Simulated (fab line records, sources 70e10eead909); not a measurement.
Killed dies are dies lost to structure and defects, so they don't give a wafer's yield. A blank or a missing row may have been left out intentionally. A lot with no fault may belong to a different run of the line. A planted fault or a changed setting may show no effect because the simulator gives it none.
The tool behind it: which one? | flow nandHarc | 36 wafers from 12 lots sampled at 2 of the route's 1159 steps

## WHAT EACH GAUGE READ, for each wafer
NHARC_A_CONTACT_CD_MEAS_08: target cd 100 nm.
lot  | measured     | on       | cdNm (nm)
L076 | day 16 23:07 | cdSem-03 | 99.5 99.4 100.5
L079 | day 18 02:01 | cdSem-02 | 100.5 99.7 100.3
L077 | day 18 13:57 | cdSem-02 | 99.9 100.3 100.9
L081 | day 18 22:05 | cdSem-01 | 99.9 99.7 99.3
L082 | day 19 11:15 | cdSem-02 | 100.7 100.0 100.5
L085 | day 19 23:14 | cdSem-01 | 101.0 100.4 100.6
L086 | day 20 11:22 | cdSem-03 | 99.1 99.1 99.9
L087 | day 21 00:20 | cdSem-02 | 100.8 101.3 100.5
L091 | day 21 07:03 | cdSem-03 | 100.1 100.1 100.4
L094 | day 21 22:43 | cdSem-01 | 100.0 99.8 100.0
L095 | day 22 04:31 | cdSem-03 | 99.8 99.9 99.8
L097 | day 23 03:49 | cdSem-03 | 100.2 99.7 100.7

## EACH LOT AND THE TOOL THAT RAN IT (in order: tool; ch and the chambers of the sampled wafers; start)
lot  | NHARC_A_CONTACT_ETCH_131
L076 | harCapEtch-01 ch 0,1, day 16 19:16
L079 | harCapEtch-02 ch 0,1, day 17 20:17
L077 | harCapEtch-01 ch 0,1, day 18 05:59
L081 | harCapEtch-02 ch 0,1, day 18 17:11
L082 | harCapEtch-01 ch 0,1, day 19 06:14
L085 | harCapEtch-02 ch 0,1, day 19 19:08
L086 | harCapEtch-03 ch 0,1, day 20 06:52
L087 | harCapEtch-02 ch 0,1, day 20 17:39
L091 | harCapEtch-03 ch 0,1, day 20 23:32
L094 | harCapEtch-03 ch 0,1, day 21 17:22
L095 | harCapEtch-03 ch 0,1, day 22 00:40
L097 | harCapEtch-01 ch 0,1, day 22 23:31
- NHARC_A_CONTACT_ETCH_131: etches the open film in C4F8/O2/Ar, time 155 s, target depth 956 nm.

## THE ANSWER, worked out from the rows above alone
Rule: the usual values come from the lots themselves. Put in order of their means at a reading, lots are off if they are a third of the lots or fewer, leave a main group of 4 or more, and stand apart from it by a gap of 3 or more times the standard deviation of the main group's means; of several such gaps the widest counts. If all means in a main group match to the digits the tables above print for the reading, that group is not used. Also off: a lot with no number at a reading for which 4 or more lots have one. The other lots that the step has rows for count as sound.
Across all readings shown, no lot is off: no conclusion can be drawn from this.

## WHAT HAD BEEN PUT IN BY THE SIMULATOR
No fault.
